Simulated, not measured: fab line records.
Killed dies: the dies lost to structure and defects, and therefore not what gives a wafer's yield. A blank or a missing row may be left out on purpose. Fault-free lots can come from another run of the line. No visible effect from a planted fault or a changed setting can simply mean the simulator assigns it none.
Chamber matching | flow n5_finfet | pecvd-03 running N5_BEOL_M5_PECVD_70: 3 sister chambers
The step deposits SiO2 from TEOS/O2, target thk 16 nm, time 18 s. 6 wafers are shown with their chamber, then 8 later ones without.

## EACH WAFER AND ITS CHAMBER
wafer  | chamber | showerhead_plenum_p_Torr (Torr) | throttle_valve_pct (%)
L077.2 | 2       | 8.84                            | 21.0
L078.4 | 2       | 8.86                            | 21.4
L083.1 | 1       | 8.73                            | 22.0
L083.3 | 1       | 8.74                            | 22.0
L083.6 | 0       | 8.89                            | 22.6
L091.3 | 0       | 8.88                            | 22.8

## WAFERS WHOSE CHAMBER IS MISSING
wafer  | showerhead_plenum_p_Torr (Torr) | throttle_valve_pct (%)
L091.4 | 8.87                            | 20.3
L091.6 | 8.88                            | 23.0
L090.2 | 8.87                            | 23.2
L090.3 | 8.84                            | 20.3
L090.5 | 8.85                            | 23.0
L097.2 | 8.75                            | 21.9
L097.4 | 8.74                            | 21.8
L097.5 | 8.84                            | 20.4

## THE CHAMBER EACH PASSED THROUGH
wafer  | from the rows above | in truth
L091.4 | 2                   | 2
L091.6 | 0                   | 0
L090.2 | 0                   | 0
L090.3 | 2                   | 2
L090.5 | 0                   | 0
L097.2 | 1                   | 1
L097.4 | 1                   | 1
L097.5 | 2                   | 2
Correct placement for 8 of the 8. Can't be placed from these rows: 0. Placed wrongly: 0.
How it was worked out, from the rows above alone: a wafer's distance from a chamber is the root of the sum, over the readings, of the square of ((its reading less the chamber's mean) divided by the reading's scatter). The wafer belongs to the nearest chamber; if the next one is less than 2 further off, it can't be placed. A chamber's mean is the mean of its shown wafers. How the scatter is found: for the shown wafers, subtract from each reading the mean of its chamber, square and add these, divide the total by (wafers less chambers), then take the root.
